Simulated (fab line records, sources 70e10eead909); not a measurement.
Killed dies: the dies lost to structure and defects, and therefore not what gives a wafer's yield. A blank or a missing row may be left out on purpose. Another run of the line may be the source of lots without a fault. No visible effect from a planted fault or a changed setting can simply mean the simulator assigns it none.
Chamber matching | flow nandHarc | NHARC_A_STAIRCASE_ALD_415 on aldHk-03 has 4 sister chambers
The step deposits SiO2, target thk 30 nm, pulse time 6 s, ald cycles 300. 8 wafers are shown with their chamber, then 9 later ones without.

== WAFERS PAIRED WITH THEIR CHAMBERS ==
wafer  | chamber | heaterPowerW (W) | precursorPulseHeightRel
L084.1 | 0       | 445              | 1.029
L084.5 | 1       | 434              | 0.998
L087.2 | 0       | 412              | 0.961
L087.3 | 2       | 532              | 1.009
L087.4 | 1       | 442              | 1.028
L089.2 | 3       | 531              | 1.043
L089.3 | 2       | 540              | 0.985
L089.6 | 3       | 544              | 0.999

== WAFERS WITH NO CHAMBER GIVEN ==
wafer  | heaterPowerW (W) | precursorPulseHeightRel
L094.1 | 542              | 1.033
L094.4 | 522              | 1.015
L094.6 | 543              | 1.002
L095.2 | 546              | 0.987
L095.3 | 511              | 0.996
L095.6 | 436              | 0.999
L097.2 | 543              | 0.987
L097.3 | 561              | 0.973
L097.5 | 427              | 1.018

== CHAMBER TAKEN BY EACH ==
wafer  | from the rows above     | in truth
L094.1 | can't be placed: 3 or 2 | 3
L094.4 | can't be placed: 3 or 2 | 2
L094.6 | can't be placed: 2 or 3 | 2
L095.2 | can't be placed: 2 or 3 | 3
L095.3 | can't be placed: 2 or 3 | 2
L095.6 | can't be placed: 1 or 0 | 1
L097.2 | can't be placed: 2 or 3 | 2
L097.3 | can't be placed: 2 or 3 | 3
L097.5 | can't be placed: 0 or 1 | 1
Correct placement for 0 of the 9. Cannot be placed on the basis of these rows: 9; the candidates contain the true chamber in 9. Wrongly placed: 0.
How it was worked out, from the rows above alone: a wafer's distance from a chamber is the root of the sum, over the readings, of the square of ((its reading less the chamber's mean) divided by the reading's scatter). The wafer belongs to the nearest chamber; if the next one is less than 2 further off, it can't be placed. Each chamber's mean is taken over the wafers shown for it. How the scatter is found: for the shown wafers, subtract from each reading the mean of its chamber, square and add these, divide the total by (wafers less chambers), then take the root.
